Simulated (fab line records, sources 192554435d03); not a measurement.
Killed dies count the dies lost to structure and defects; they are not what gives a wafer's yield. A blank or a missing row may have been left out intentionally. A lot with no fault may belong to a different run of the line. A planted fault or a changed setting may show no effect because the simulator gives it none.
Chamber matching -- flow n5 finfet -- 4 sister chambers for N5_BEOL_M3_ETCH_74 on rie diel-01
The step etches underlayer in N2/H2, target depth 6.5 nm, time 5.2 s. 14 wafers are shown with their chamber, then 7 later ones without.

## WAFERS WITH THEIR CHAMBER
wafer,chamber,oes product au (a.u.),throttle valve pct (%),showerhead plenum p Torr (Torr)
L076.1,1,0.62,18.11,2.54
L076.2,2,0.60,18.09,2.64
L076.4,3,0.60,17.88,2.63
L079.3,1,0.61,18.13,2.54
L079.4,3,0.60,17.87,2.62
L079.6,1,0.61,18.12,2.54
L082.1,1,0.60,18.15,2.54
L082.3,2,0.58,18.15,2.63
L082.6,0,0.84,17.51,2.60
L088.1,3,0.59,17.88,2.61
L088.4,1,0.60,18.17,2.53
L088.5,3,0.59,17.91,2.61
L089.1,1,0.60,18.18,2.53
L089.2,3,0.60,17.92,2.61

SIGNATURES (means of the wafers above)
reading,chamber 0,chamber 1,chamber 2,chamber 3,scatter within a chamber
oes product au,0.8400,0.6067,0.5900,0.5960,0.00808
throttle valve pct,17.5100,18.1433,18.1200,17.8920,0.0276
showerhead plenum p Torr,2.6000,2.5367,2.6350,2.6160,0.00709
Rule: distance of a wafer from a chamber = root of the sum over the readings of ((wafer's reading minus chamber's mean) / reading's scatter) squared. The wafer belongs to the nearest chamber; if the next one is less than 2 further off, it can't be placed. The scatter: the root of (the sum of the squares of (reading less its chamber's mean) over the shown wafers, divided by (wafers less chambers)).

## WAFERS WITH NO CHAMBER GIVEN
wafer,oes product au (a.u.),throttle valve pct (%),showerhead plenum p Torr (Torr)
L089.6,0.58,18.17,2.63
L093.1,0.59,17.92,2.61
L093.4,0.57,18.18,2.62
L093.6,0.58,18.16,2.53
L095.3,0.56,18.18,2.62
L095.5,0.59,17.91,2.61
L095.6,0.77,17.56,2.59

## THE CHAMBER EACH PASSED THROUGH
wafer,from the rows above,in truth
L089.6,2,2
L093.1,3,3
L093.4,2,2
L093.6,1,1
L095.3,2,2
L095.5,3,3
L095.6,0,0
Correct placement for 7 of the 7. Left unplaced by these rows: 0. Wrongly placed: 0.
